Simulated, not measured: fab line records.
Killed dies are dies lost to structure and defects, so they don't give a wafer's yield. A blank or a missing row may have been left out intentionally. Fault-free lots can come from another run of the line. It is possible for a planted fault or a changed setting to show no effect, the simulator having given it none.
fab line records    flow n5-finfet
record: lots: 12  wafers: 32  last-day: 18
route steps=1938 shown BEOL_M7@1299 PASSIVATION@1936
lots that met no fault: from a run of the same line without faults
start-h: the number of hours between the record's first day and the start of the first shown wafer of the lot    wait-h: time in hours since the lot's previous step    " the same as in the row above    L1.1+2: several wafers, shown together as one row    - either no value or no given start    * or withheld: withheld    < > ~ a bound
route shown NAME@n: names a module that has steps shown in the file, with the first one's number in the route    usual: mean/standard deviation taken from wafers without a fault    same: alike in all rows    chamber/n: place in a boat    sites: the reading at each site    _std_site: the values' standard deviation    _edge_site: outer sites' mean less inner sites'    radius-mm: for every site, how far away it sits from the centre of the wafer    mask NAME#n: copy n    behind: the last tool/chamber to shape the wafer    hold: why the lot went on hold/how many hours it stayed there/how the hold came to an end    device: whichever transistor did not switch (one of n, p or np)    end of line: tests run on the same wafers once the route is complete    for a step that has no rows: nothing shown but its recipe    killed: count of dies lost to structure and defects at first sort (not the wafer's yield)    map: dies across one wafer; x = killed, . = not, _ = none there
set.NAME: the run value of the setting; set.NAME@STEP: its run value at that earlier step    model.NAME: the simulator's own value behind a step, which no gauge read
the route's steps for a sample of lots (tables are steps, rows are wafers)
services: a tool's chamber out of use, with start hour (start-h, from the record's first day; less than 0 if before it), hours out, and reason
== steps ==
step: N5_BEOL_M7_DESCUM_33
recipe: chemistry: O2  time-s: 7  source-power-w: 50  bias-power-w: 20  pressure-mtorr: 20  rf-frequency-hz: 2.712e+07  temp-c: 40  resist: CAR-EUV  o2-flow-sccm: 225
usual: chamber-pressure-mTorr: 19.998/0.025  drypump-motor-current-A: 5.8/0.54  o2-flow-sccm: 225.0/0.68  oes-product-au: 0.80/0.1  rf-vpp-V: 243.5/1.3  showerhead-plenum-p-Torr: 2.11/0.057  throttle-valve-pct: 20.45/0.27
lot.wafer  tool         chamber  start-h  wait-h  chamber-pressure-mTorr  drypump-motor-current-A  o2-flow-sccm  oes-product-au  rf-hours-counter-h  rf-vpp-V  showerhead-plenum-p-Torr  throttle-valve-pct
L835.1     rie-diel-05  3        192.39   0.3     19.995                  5.8                      226.4         0.70            171                 245.1     2.15                      20.62
L835.3     "            2        "        "       20.022                  6.6                      224.4         0.76            158                 243.0     2.11                      20.61
L835.4     "            0        "        "       20.006                  6.6                      224.6         0.76            155                 241.7     2.03                      20.21
L836.1     rie-diel-03  0        200.19   0.2     20.028                  6.0                      225.2         0.94            20                  242.3     2.03                      20.29
L836.4     "            3        "        "       20.017                  4.8                      225.0         0.72            181                 243.4     2.18                      20.50
L836.6     "            3        "        "       19.997                  4.8                      224.6         0.72            -                   244.4     2.18                      20.54
L837.4     rie-diel-03  1        225.73   0.0     20.003                  5.4                      225.2         0.73            193                 243.3     2.09                      20.94
L837.5     "            2        "        "       19.986                  6.0                      224.9         0.96            -                   244.9     2.12                      20.28
L837.6     "            3        "        "       19.958                  4.8                      225.4         0.73            -                   244.9     2.17                      20.54
L840.2     rie-diel-03  3        245.48   0.7     20.025                  4.8                      223.8         0.72            195                 244.5     2.17                      20.52
L840.4     "            2        "        "       20.008                  6.0                      224.6         0.94            24                  243.2     2.12                      20.27
L840.5     "            2        "        "       19.986                  6.0                      224.3         0.92            -                   242.4     2.12                      20.30
L841.1     rie-diel-02  2        255.69   0.1     19.979                  5.9                      225.1         0.93            5                   245.3     2.24                      20.04
L841.4     "            3        "        "       20.004                  6.2                      225.3         0.65            -                   243.1     2.17                      20.60
L841.5     "            2        "        "       20.009                  5.9                      225.3         0.93            -                   245.3     2.24                      20.05
L847.3     rie-diel-05  3        274.68   0.5     19.995                  5.8                      225.1         0.69            196                 243.5     2.14                      20.65
L847.4     "            1        "        "       19.999                  5.3                      224.1         0.95            15                  243.9     2.14                      20.32
L847.6     "            0        "        "       20.023                  6.6                      225.6         0.74            -                   241.0     2.02                      20.21
L848.2     rie-diel-03  3        288.15   0.3     20.005                  4.8                      226.1         0.71            207                 242.8     2.17                      20.55
L848.4     "            1        "        "       19.982                  5.4                      224.5         0.71            211                 244.4     2.08                      20.97
L848.6     "            1        "        "       20.010                  5.3                      224.6         0.71            -                   244.8     2.08                      20.97
L851.3     rie-diel-03  0        293.14   0.2     19.990                  5.9                      225.7         0.90            47                  242.4     2.02                      20.33
L852.3     rie-diel-02  1        309.46   0.2     20.008                  6.3                      225.4         0.79            104                 242.2     2.12                      20.20
L854.2     rie-diel-05  2        318.24   0.0     20.009                  6.6                      224.7         0.72            197                 243.2     2.10                      20.65
L854.5     "            1        "        "       19.977                  5.3                      224.3         0.91            -                   243.6     2.14                      20.37
L854.6     "            0        "        "       19.997                  6.6                      224.9         0.72            -                   241.2     2.02                      20.25
L856.1     rie-diel-03  1        342.87   0.1     20.009                  5.3                      224.6         0.70            226                 242.7     2.07                      20.99
L856.2     "            0        "        "       20.006                  5.9                      225.8         0.86            62                  242.0     2.01                      20.36
L856.3     "            3        "        "       20.003                  4.8                      224.9         0.69            224                 243.3     2.16                      20.58
L858.1     rie-diel-02  1        344.21   0.2     19.995                  6.3                      224.9         0.78            116                 243.5     2.12                      20.23
L858.3     "            3        "        "       19.990                  6.3                      225.2         0.96            9                   243.4     2.16                      20.13
L858.4     "            0        "        "       19.973                  5.2                      223.3         0.92            22                  244.5     2.10                      20.01
step: N5_BEOL_M7_ALD_77
recipe: material: TaN  target-thk-a: 20  temp-c: 275  ald-precursor-family: PDMAT  ald-co-reactant: NH3  pressure-torr: 3  carrier-flow-sccm: 1500  pulse-time-s: 2  purge-time-s: 3  co-reactant-purge-time-s: 2  co-reactant-pulse-time-s: 3  ald-cycles: 40  precursor-vessel-temp-c: 75  precursor-vessel-pressure-torr: 26.25  precursor-vessel-carrier-sccm: 1000
usual: ald-cycles: 40/0  heater-power-w: 423/40
same: co-reactant-purge-time-s: 2
lot.wafer  tool          chamber  start-h  wait-h  ald-cycles  heater-power-w
L835.1     ald-metal-01  1        193.51   0.0     40          435
L835.3     "             0        "        "       40          441
L835.4     "             2        "        "       40          441
L836.1     ald-metal-02  3        201.66   0.0     40          428
L836.4     "             2        "        "       40          329
L836.6     "             2        "        "       40          331
L837.4     ald-metal-03  2        227.12   0.1     40          421
L837.5     "             0        "        "       40          383
L837.6     "             1        "        "       40          468
L840.2     ald-metal-01  2        246.82   0.3     40          433
L840.4     "             1        "        "       40          429
L840.5     "             2        "        "       40          443
L841.1     ald-metal-02  3        256.76   0.0     40          438
L841.4     "             1        "        "       40          373
L841.5     "             2        "        "       40          336
L847.3     ald-metal-03  3        276.30   0.3     40          388
L847.4     "             0        "        "       40          380
L847.6     "             2        "        "       40          423
L848.2     ald-metal-03  1        289.33   0.0     40          458
L848.4     "             0        "        "       40          380
L848.6     "             3        "        "       12          385
L851.3     ald-metal-03  3        294.55   0.1     12          390
L852.3     ald-metal-03  3        310.71   0.1     12          392
L854.2     ald-metal-01  1        320.01   0.0     40          429
L854.5     "             0        "        "       40          454
L854.6     "             1        "        "       40          429
L856.1     ald-metal-01  0        344.78   0.1     40          454
L856.2     "             3        "        "       40          466
L856.3     "             1        "        "       40          425
L858.1     ald-metal-01  2        345.82   0.0     40          446
L858.3     "             3        "        "       40          471
L858.4     "             1        "        "       40          413
step: N5_BEOL_M7_ANNEAL_51
recipe: temp-c: 225  time-s: 90  ambient: N2
usual: wafer_temp_C_max: 225.74/0.22
lot.wafer  tool           chamber  start-h  wait-h  wafer_temp_C_max
L835.1     rtp-anneal-01  0        194.24   0.1     225.97
L835.3     "              0        "        "       225.36
L835.4     "              0        "        "       225.87
L836.1     rtp-anneal-02  0        203.19   0.4     226.31
L836.4     "              0        "        "       225.81
L836.6     "              0        "        "       226.24
L837.4     rtp-anneal-02  0        228.04   0.2     225.49
L837.5     "              0        "        "       225.60
L837.6     "              0        "        "       225.53
L840.2     rtp-anneal-01  0        248.90   0.1     225.69
L840.4     "              0        "        "       225.37
L840.5     "              0        "        "       226.16
L841.1     rtp-anneal-01  0        257.81   0.1     225.80
L841.4     "              0        "        "       225.81
L841.5     "              0        "        "       225.75
L847.3     rtp-anneal-02  0        278.65   0.4     225.96
L847.4     "              0        "        "       226.06
L847.6     "              0        "        "       225.63
L848.2     rtp-anneal-01  0        291.81   0.3     225.57
L848.4     "              0        "        "       225.26
L848.6     "              0        "        "       225.88
L851.3     rtp-anneal-01  0        295.40   0.1     225.34
L852.3     rtp-anneal-02  0        312.48   0.3     225.63
L854.2     rtp-anneal-02  0        322.63   1.8     225.73
L854.5     "              0        "        "       225.94
L854.6     "              0        "        "       225.53
L856.1     rtp-anneal-01  0        345.71   0.1     225.87
L856.2     "              0        "        "       225.50
L856.3     "              0        "        "       225.88
L858.1     rtp-anneal-01  0        347.39   0.2     225.93
L858.3     "              0        "        "       225.78
L858.4     "              0        "        "       225.67
step: N5_BEOL_M7_DEP_56
recipe: material: SiCN  target-thk-a: 100  temp-c: withheld  precursor: 3MS/NH3  pressure-torr: 3  rf-w: 202  time-s: 17.5
usual: showerhead-plenum-p-Torr: 3.667/0.011  throttle-valve-pct: 9.2/0.5
lot.wafer  tool      chamber  start-h  wait-h  showerhead-plenum-p-Torr  throttle-valve-pct
L835.1     pecvd-02  1        195.06   0.0     3.653                     10.0
L835.3     "         2        "        "       3.654                     8.6
L835.4     "         2        "        "       3.662                     8.3
L836.1     pecvd-02  2        203.85   0.0     3.667                     8.9
L836.4     "         2        "        "       3.670                     8.7
L836.6     "         0        "        "       3.663                     9.3
L837.4     pecvd-02  2        228.58   0.0     3.664                     8.3
L837.5     "         0        "        "       3.648                     9.5
L837.6     "         1        "        "       3.666                     9.7
L840.2     pecvd-04  1        249.52   0.0     3.660                     9.9
L840.4     "         2        "        "       3.679                     9.0
L840.5     "         1        "        "       3.671                     9.6
L841.1     pecvd-02  1        258.48   0.0     3.647                     9.7
L841.4     "         2        "        "       3.665                     8.5
L841.5     "         0        "        "       3.660                     9.6
L847.3     pecvd-01  2        279.24   0.0     3.684                     8.9
L847.4     "         0        "        "       3.662                     8.7
L847.6     "         2        "        "       3.681                     8.6
L848.2     pecvd-04  0        292.42   0.0     3.653                     8.9
L848.4     "         1        "        "       3.673                     10.1
L848.6     "         2        "        "       3.679                     8.9
L851.3     pecvd-01  0        295.99   0.0     3.655                     8.9
L852.3     pecvd-01  0        313.06   0.0     3.661                     9.1
L854.2     pecvd-01  0        323.47   0.0     3.663                     8.6
L854.5     "         1        "        "       3.654                     9.0
L854.6     "         0        "        "       3.662                     8.6
L856.1     pecvd-04  2        346.37   0.0     3.686                     9.3
L856.2     "         0        "        "       3.678                     9.0
L856.3     "         1        "        "       3.666                     10.2
L858.1     pecvd-02  2        348.05   0.0     3.665                     8.7
L858.3     "         1        "        "       3.652                     10.0
L858.4     "         0        "        "       3.657                     9.3
step: N5_PASSIVATION_PROBE_49
usual: defect-limited-yield: 91.1/1.4  killed_at_M0_to_M3: 34/9.7  killed_at_M4_up: 13/5.1  killed-at-contacts: 14/6.3  killed-at-front-end: 40/11  killed-at-other: 3.5/2.7  killed-dies: 105/16  killed-open: 70/12  killed-short: 34/7.8  sort_bin_4_leakage: 0.02/0.13  sort_bin_5_function: 5.2/0.88  sort_bin_6_memory: 3.3/0.7  sort_bin_8_speed: 0.1/0.62  sort-n-pass: 1074/17  sort-yield-pct: 91.0/1.5
same: gross-dies: 1180  killed-at-back-side: 0
lot.wafer  tool       chamber  start-h  wait-h  defect-limited-yield[%]  killed_at_M0_to_M3  killed_at_M4_up  killed-at-contacts  killed-at-front-end  killed-at-other  killed-dies  killed-open  killed-short  sort_bin_4_leakage[%]  sort_bin_5_function[%]  sort_bin_6_memory[%]  sort_bin_8_speed[%]  sort-n-pass  sort-yield-pct[%]
L835.1     prober-01  -        271.66   0.0     93.2                     31                  10               9                   28                   2                80           61           18            0                      3.7                     3.0                   0                    1100         93.2
L835.3     prober-01  -        271.76   0.1     90.2                     55                  8                15                  34                   4                116          76           39            0                      5.9                     3.3                   0                    1064         90.2
L835.4     prober-01  -        271.81   0.2     93.0                     27                  19               8                   23                   6                83           61           21            0.08                   4.1                     2.9                   0                    1096         92.9
L836.1     prober-01  -        280.91   0.0     91.1                     50                  9                6                   39                   1                105          73           32            0                      5.6                     2.7                   0                    1075         91.1
L836.4     prober-01  -        281.06   0.2     91.3                     41                  9                17                  34                   2                103          70           33            1.53                   5.1                     3.4                   0                    1059         89.7
L836.6     prober-01  -        281.16   0.3     87.8                     48                  16               18                  60                   2                144          98           46            0                      6.6                     5.3                   0                    1036         87.8
L837.4     prober-02  -        298.22   0.2     90.1                     58                  10               18                  29                   2                117          87           30            0                      5.3                     4.4                   0                    1063         90.1
L837.5     prober-02  -        298.27   0.2     91.9                     32                  12               13                  36                   2                95           68           26            0                      4.5                     3.3                   0                    1085         91.9
L837.6     prober-02  -        298.32   0.3     93.0                     30                  7                10                  33                   3                83           48           33            0                      4.7                     2.2                   0                    1097         93.0
L840.2     prober-01  -        320.92   0.1     89.4                     27                  6                29                  61                   2                125          80           42            0                      5.5                     4.5                   0                    1055         89.4
L840.4     prober-01  -        321.02   0.2     91.4                     37                  17               7                   39                   2                102          59           40            0                      4.2                     4.3                   0                    1078         91.4
L840.5     prober-01  -        321.07   0.2     91.0                     38                  13               17                  31                   7                106          71           35            0                      5.3                     3.4                   0                    1074         91.0
L841.1     prober-01  -        331.31   0.0     90.1                     46                  17               29                  23                   2                117          80           36            0                      5.4                     4.2                   0                    1063         90.1
L841.4     prober-01  -        331.46   0.2     90.2                     40                  17               22                  34                   3                116          83           33            0                      6.0                     3.6                   0                    1064         90.2
L841.5     prober-01  -        331.51   0.2     89.9                     40                  15               21                  37                   6                119          78           40            0                      6.4                     3.6                   0                    1061         89.9
L847.3     prober-01  -        357.51   0.1     92.9                     28                  10               14                  27                   5                84           60           23            0                      4.2                     2.5                   0                    1096         92.9
L847.4     prober-01  -        357.56   0.2     92.4                     26                  5                7                   42                   10               90           66           24            0                      4.4                     3.1                   0                    1090         92.4
L847.6     prober-01  -        357.66   0.3     92.7                     36                  10               5                   30                   5                86           57           27            0                      4.7                     2.2                   0                    1094         92.7
L848.2     prober-01  -        369.18   0.1     91.3                     24                  12               13                  49                   5                103          79           24            0                      6.0                     2.7                   0                    1077         91.3
L848.4     prober-01  -        369.28   0.2     89.8                     34                  14               19                  48                   5                120          72           48            0                      6.8                     3.3                   0                    1060         89.8
L848.6     prober-01  -        369.38   0.3     78.1                     44                  141              22                  47                   5                259          84           43            11.19                  5.7                     4.9                   0                    918          77.8
L854.2     prober-01  -        398.84   0.1     91.2                     39                  6                14                  43                   2                104          75           29            0                      5.8                     2.8                   0                    1076         91.2
L854.5     prober-01  -        398.99   0.2     93.1                     38                  8                13                  15                   8                82           50           27            0                      4.2                     2.5                   0                    1098         93.1
L854.6     prober-01  -        399.04   0.3     91.4                     38                  12               16                  22                   14               102          62           38            0                      5.2                     3.0                   0                    1078         91.4
L856.1     prober-01  -        407.51   0.0     91.2                     31                  10               10                  52                   1                104          73           29            0                      5.3                     3.1                   0                    1076         91.2
L856.2     prober-01  -        407.56   0.1     92.4                     30                  12               7                   39                   2                90           62           28            0                      4.9                     2.6                   0                    1090         92.4
L856.3     prober-01  -        407.61   0.1     92.3                     31                  8                9                   40                   3                91           58           33            0                      4.7                     2.5                   0                    1089         92.3
L858.1     prober-01  -        429.84   0.0     92.8                     27                  15               8                   32                   3                85           65           16            0                      3.8                     3.0                   7.0                  1012         85.8
L858.3     prober-01  -        429.94   0.1     87.7                     61                  7                4                   72                   1                145          86           54            0                      6.0                     5.6                   0                    1035         87.7
L858.4     prober-01  -        429.99   0.2     91.4                     30                  13               14                  41                   3                101          72           27            0                      5.7                     2.8                   0                    1079         91.4
killed by level:class
L835.1 STI_FIN_REVEAL:geometric-particle:open=13 BEOL_M1:geometric-particle:open=9 MOL_CONTACT_COAG:geometric-particle:open=8 BEOL_M0_SAQP:geometric-particle:open=7 BEOL_M0:geometric-particle:open=6 GATE_CUT:geometric-particle:short=3 BEOL_M4:geometric-particle:open=3 FIN_SAQP:geometric-particle:open=2
L835.3 BEOL_M3:geometric-particle:open=15 MOL_CONTACT_COAG:geometric-particle:open=10 BEOL_M0_SAQP:geometric-particle:short=9 STI_FIN_REVEAL:geometric-particle:open=8 BEOL_M0_SAQP:geometric-particle:open=8 BEOL_M1:geometric-particle:open=8 BEOL_M1:geometric-particle:short=6 MOL_CONTACT_COAG:geometric-particle:short=5
L835.4 STI_FIN_REVEAL:geometric-particle:open=8 BEOL_M0_SAQP:geometric-particle:open=8 BEOL_M1:geometric-particle:open=8 BEOL_M4:geometric-particle:open=7 BEOL_M0_SAQP:geometric-particle:short=6 FIN_SAQP:geometric-particle:open=4 MOL_CONTACT_COAG:geometric-particle:short=4 MOL_CONTACT_COAG:geometric-particle:open=4
L836.1 BEOL_M0_SAQP:geometric-particle:open=12 FIN_SAQP:geometric-particle:open=10 BEOL_M2:geometric-particle:open=9 BEOL_M3:geometric-particle:open=9 BEOL_M4:geometric-particle:open=8 GATE_CUT:geometric-particle:open=7 FIN_SAQP:geometric-particle:short=6 BEOL_M0_SAQP:geometric-particle:short=6
L836.4 MOL_CONTACT_COAG:geometric-particle:open=14 BEOL_M0_SAQP:geometric-particle:open=14 STI_FIN_REVEAL:geometric-particle:open=10 BEOL_M0_SAQP:geometric-particle:short=6 BEOL_M3:geometric-particle:open=6 STI_FIN_REVEAL:geometric-particle:short=4 BEOL_M2:geometric-particle:open=4 BEOL_M3:geometric-particle:short=4
L836.6 FIN_SAQP:geometric-particle:open=18 STI_FIN_REVEAL:geometric-particle:open=15 BEOL_M0_SAQP:geometric-particle:open=14 BEOL_M2:geometric-particle:open=12 MOL_CONTACT_COAG:geometric-particle:open=11 MOL_CONTACT_COAG:geometric-particle:short=7 FIN_SAQP:geometric-particle:short=6 STI_FIN_REVEAL:geometric-particle:short=6
L837.4 BEOL_M0_SAQP:geometric-particle:open=17 MOL_CONTACT_COAG:geometric-particle:open=16 BEOL_M2:geometric-particle:open=13 STI_FIN_REVEAL:geometric-particle:open=11 BEOL_M0_SAQP:geometric-particle:short=10 BEOL_M3:geometric-particle:open=10 FIN_SAQP:geometric-particle:short=6 DUMMY_GATE:geometric-particle:open=4
L837.5 MOL_CONTACT_COAG:geometric-particle:open=12 GATE_CUT:geometric-particle:short=8 BEOL_M0_SAQP:geometric-particle:open=7 BEOL_M3:geometric-particle:open=7 BEOL_M0_SAQP:geometric-particle:short=6 DUMMY_GATE:geometric-particle:open=6 STI_FIN_REVEAL:geometric-particle:open=5 BEOL_M2:geometric-particle:open=5
L837.6 FIN_SAQP:geometric-particle:short=11 BEOL_M0_SAQP:geometric-particle:short=11 MOL_CONTACT_COAG:geometric-particle:open=7 FIN_SAQP:geometric-particle:open=5 BEOL_M1:geometric-particle:open=5 BEOL_M0_SAQP:geometric-particle:open=5 BEOL_M0:geometric-particle:open=4 BEOL_M3:geometric-particle:open=4
L840.2 MOL_CONTACT_COAG:geometric-particle:open=24 BEOL_M1:geometric-particle:open=13 STI_FIN_REVEAL:geometric-particle:open=10 GATE_CUT:geometric-particle:short=10 FIN_SAQP:geometric-particle:short=9 FIN_SAQP:geometric-particle:open=7 DUMMY_GATE:geometric-particle:open=7 GATE_CUT:geometric-particle:open=5
L840.4 STI_FIN_REVEAL:geometric-particle:open=9 GATE_CUT:geometric-particle:short=9 BEOL_M2:geometric-particle:short=9 DUMMY_GATE:geometric-particle:open=6 BEOL_M5:geometric-particle:open=6 BEOL_M3:geometric-particle:open=6 BEOL_M0_SAQP:geometric-particle:short=5 GATE_CUT:geometric-particle:open=4
L840.5 STI_FIN_REVEAL:geometric-particle:open=12 BEOL_M1:geometric-particle:open=11 MOL_CONTACT_COAG:geometric-particle:open=9 BEOL_M3:geometric-particle:open=8 MOL_CONTACT_COAG:geometric-particle:short=8 BEOL_M4:geometric-particle:open=7 FIN_SAQP:geometric-particle:short=6 BEOL_M2:geometric-particle:open=6
L841.1 MOL_CONTACT_COAG:geometric-particle:open=22 BEOL_M0_SAQP:geometric-particle:short=18 BEOL_M0_SAQP:geometric-particle:open=14 STI_FIN_REVEAL:geometric-particle:open=10 BEOL_M4:geometric-particle:open=8 MOL_CONTACT_COAG:geometric-particle:short=7 BEOL_M2:geometric-particle:open=6 FIN_SAQP:geometric-particle:open=5
L841.4 MOL_CONTACT_COAG:geometric-particle:open=21 BEOL_M0_SAQP:geometric-particle:short=12 BEOL_M0_SAQP:geometric-particle:open=10 BEOL_M4:geometric-particle:open=10 STI_FIN_REVEAL:geometric-particle:open=8 BEOL_M1:geometric-particle:open=7 DUMMY_GATE:geometric-particle:open=6 BEOL_M1:geometric-particle:short=4
L841.5 MOL_CONTACT_COAG:geometric-particle:open=15 STI_FIN_REVEAL:geometric-particle:open=12 BEOL_M0_SAQP:geometric-particle:open=12 BEOL_M0_SAQP:geometric-particle:short=9 BEOL_M2:geometric-particle:open=8 BEOL_M4:geometric-particle:open=8 MOL_CONTACT_COAG:geometric-particle:short=6 STI_FIN_REVEAL:geometric-particle:short=5
L847.3 MOL_CONTACT_COAG:geometric-particle:open=14 BEOL_M2:geometric-particle:open=8 BEOL_M0_SAQP:geometric-particle:short=7 FIN_SAQP:geometric-particle:open=6 BEOL_M0_SAQP:geometric-particle:open=6 FIN_SAQP:geometric-particle:short=4 BEOL_M1:geometric-particle:open=4 DUMMY_GATE:geometric-particle:open=3
L847.4 STI_FIN_REVEAL:geometric-particle:open=14 FIN_SAQP:geometric-particle:open=6 BEOL_M2:geometric-particle:open=6 BEOL_M3:geometric-particle:open=6 MOL_CONTACT_COAG:geometric-particle:open=5 DUMMY_GATE:geometric-particle:open=4 MIM_TOP_ETCH:geometric-particle:open=4 BEOL_M0_SAQP:geometric-particle:open=4
L847.6 BEOL_M1:geometric-particle:open=9 STI_FIN_REVEAL:geometric-particle:open=8 BEOL_M0_SAQP:geometric-particle:short=7 BEOL_M2:geometric-particle:open=7 FIN_SAQP:geometric-particle:short=6 BEOL_M0_SAQP:geometric-particle:open=6 MOL_CONTACT_COAG:geometric-particle:open=5 FIN_SAQP:geometric-particle:open=4
L848.2 FIN_SAQP:geometric-particle:open=14 MOL_CONTACT_COAG:geometric-particle:open=12 FIN_SAQP:geometric-particle:short=11 BEOL_M3:geometric-particle:open=10 GATE_CUT:geometric-particle:open=8 BEOL_M4:geometric-particle:open=6 STI_FIN_REVEAL:geometric-particle:open=5 GATE_CUT:geometric-particle:short=4
L848.4 MOL_CONTACT_COAG:geometric-particle:open=14 STI_FIN_REVEAL:geometric-particle:open=11 FIN_SAQP:geometric-particle:short=10 BEOL_M0_SAQP:geometric-particle:open=6 BEOL_M0:geometric-particle:open=6 BEOL_M4:geometric-particle:open=6 ILD0:geometric-particle:short=5 GATE_CUT:geometric-particle:open=5
L848.6 M7:area-ald=129 MOL_CONTACT_COAG:geometric-particle:open=19 BEOL_M0_SAQP:geometric-particle:short=15 BEOL_M0_SAQP:geometric-particle:open=14 STI_FIN_REVEAL:geometric-particle:open=10 FIN_SAQP:geometric-particle:short=7 BEOL_M4:geometric-particle:open=6 BEOL_M0:geometric-particle:open=5
L854.2 STI_FIN_REVEAL:geometric-particle:open=22 MOL_CONTACT_COAG:geometric-particle:open=12 BEOL_M3:geometric-particle:open=10 BEOL_M0_SAQP:geometric-particle:open=8 BEOL_M0_SAQP:geometric-particle:short=8 STI_FIN_REVEAL:geometric-particle:short=7 BEOL_M2:geometric-particle:open=5 FIN_SAQP:geometric-particle:short=3
L854.5 BEOL_M0_SAQP:geometric-particle:short=12 MOL_CONTACT_COAG:geometric-particle:open=11 BEOL_M3:geometric-particle:open=9 BEOL_M0_SAQP:geometric-particle:open=8 MIM_TOP_ETCH:geometric-particle:short=4 ILD0:geometric-particle:short=3 BEOL_M1:geometric-particle:open=3 BEOL_M2:geometric-particle:open=3
L854.6 MOL_CONTACT_COAG:geometric-particle:open=13 BEOL_M1:geometric-particle:open=10 BEOL_M3:geometric-particle:open=6 GATE_CUT:geometric-particle:short=6 BEOL_M0_SAQP:geometric-particle:short=5 MIM_TOP_ETCH:geometric-particle:short=5 BEOL_M2:geometric-particle:open=5 BEOL_M0_SAQP:geometric-particle:open=4
L856.1 FIN_SAQP:geometric-particle:open=14 FIN_SAQP:geometric-particle:short=10 BEOL_M0_SAQP:geometric-particle:open=10 MOL_CONTACT_COAG:geometric-particle:open=9 STI_FIN_REVEAL:geometric-particle:open=6 BEOL_M3:geometric-particle:open=6 BEOL_M0_SAQP:geometric-particle:short=4 BEOL_M2:geometric-particle:open=4
L856.2 FIN_SAQP:geometric-particle:open=10 BEOL_M0_SAQP:geometric-particle:open=9 BEOL_M4:geometric-particle:open=7 FIN_SAQP:geometric-particle:short=5 MOL_CONTACT_COAG:geometric-particle:open=5 BEOL_M1:geometric-particle:open=5 BEOL_M2:geometric-particle:open=5 STI_FIN_REVEAL:geometric-particle:open=4
L856.3 FIN_SAQP:geometric-particle:short=17 FIN_SAQP:geometric-particle:open=9 BEOL_M3:geometric-particle:open=9 MOL_CONTACT_COAG:geometric-particle:open=7 BEOL_M0_SAQP:geometric-particle:open=6 BEOL_M1:geometric-particle:open=6 DUMMY_GATE:geometric-particle:open=5 GATE_CUT:geometric-particle:short=4
L858.1 STI_FIN_REVEAL:geometric-particle:open=13 BEOL_M1:geometric-particle:open=8 BEOL_M4:geometric-particle:open=8 MOL_CONTACT_COAG:geometric-particle:open=6 BEOL_M2:geometric-particle:open=6 BEOL_M0_SAQP:geometric-particle:open=4 HKMG_FIN:area-etch=4 FIN_SAQP:geometric-particle:short=3
L858.3 FIN_SAQP:geometric-particle:short=19 STI_FIN_REVEAL:geometric-particle:open=17 BEOL_M3:geometric-particle:open=15 FIN_SAQP:geometric-particle:open=14 BEOL_M0_SAQP:geometric-particle:short=12 BEOL_M2:geometric-particle:open=12 BEOL_M1:geometric-particle:open=6 HKMG_FIN:area-etch=5
L858.4 MOL_CONTACT_COAG:geometric-particle:open=12 FIN_SAQP:geometric-particle:open=11 STI_FIN_REVEAL:geometric-particle:open=11 BEOL_M3:geometric-particle:open=8 BEOL_M2:geometric-particle:open=7 BEOL_M0_SAQP:geometric-particle:short=5 DUMMY_GATE:geometric-particle:open=4 BEOL_M4:geometric-particle:open=4
== services ==
tool           chamber  start-h  hours  kind
pecvd-02       0        175.39   2.1    scheduled-down
pecvd-04       0        182.03   5.5    scheduled-down
ald-metal-01   -        182.76   8.7    pm
pecvd-02       2        185.05   3.7    repair
pecvd-01       2        189.61   5.5    scheduled-down
rie-diel-05    1        196.49   -      clean
rie-diel-05    1        196.49   -      consumable-replace:focus-ring
rie-diel-05    1        196.49   20.2   scheduled-down
rie-diel-05    1        196.49   20.2   vent-cycle
pecvd-02       2        206.92   5.5    scheduled-down
ald-metal-02   2        208.62   5.0    repair
rie-diel-02    2        214.60   -      clean
pecvd-02       -        222.48   6.0    pm
pecvd-01       -        224.41   0.5    repair
rtp-anneal-02  -        235.34   1.0    pm
pecvd-01       1        254.45   48.9   repair
ald-metal-02   -        264.15   0.7    repair
pecvd-01       2        264.95   6.6    repair
ald-metal-02   1        283.70   4.5    repair
rie-diel-03    1        298.81   7.3    repair
ald-metal-01   3        300.01   5.0    repair
rie-diel-02    1        322.00   2.0    repair
ald-metal-01   2        332.98   10.1   repair
ald-metal-02   -        337.25   14.0   pm
== key ==
first-sign: step: N5_BEOL_M7_ALD_77  reading: ald-cycles  direction: down  sigmas: 99+  usual: *  struck: *
effect: step: N5_PASSIVATION_PROBE_49  reading: sort_bin_4_leakage  direction: up  sigmas: 86  usual: 0.02  struck: 11.19
more-kills-born-at: N5_BEOL_M7_ALD_77@ald-metal-03: 129
met-at N5_BEOL_M7_ALD_77
struck-lots L848,L851,L852
struck-wafers L848.6,L851.3,L852.3
rows-end L851.3,L852.3
not-acting-at N5_BEOL_M7_DESCUM_33,N5_BEOL_M7_ANNEAL_51,N5_BEOL_M7_DEP_56
onset-between 276.30 289.33
fault: kind: process-parameter-drift  tool: ald-metal-03  chamber: 3  onset-h: 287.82  steps: N5_BEOL_M7_ALD_77  channel: ald-cycles  offset: *  shape: step  acts-in: *  stated: *
rows-end: these wafers met a further fault down the route, and their rows from its step on are left out
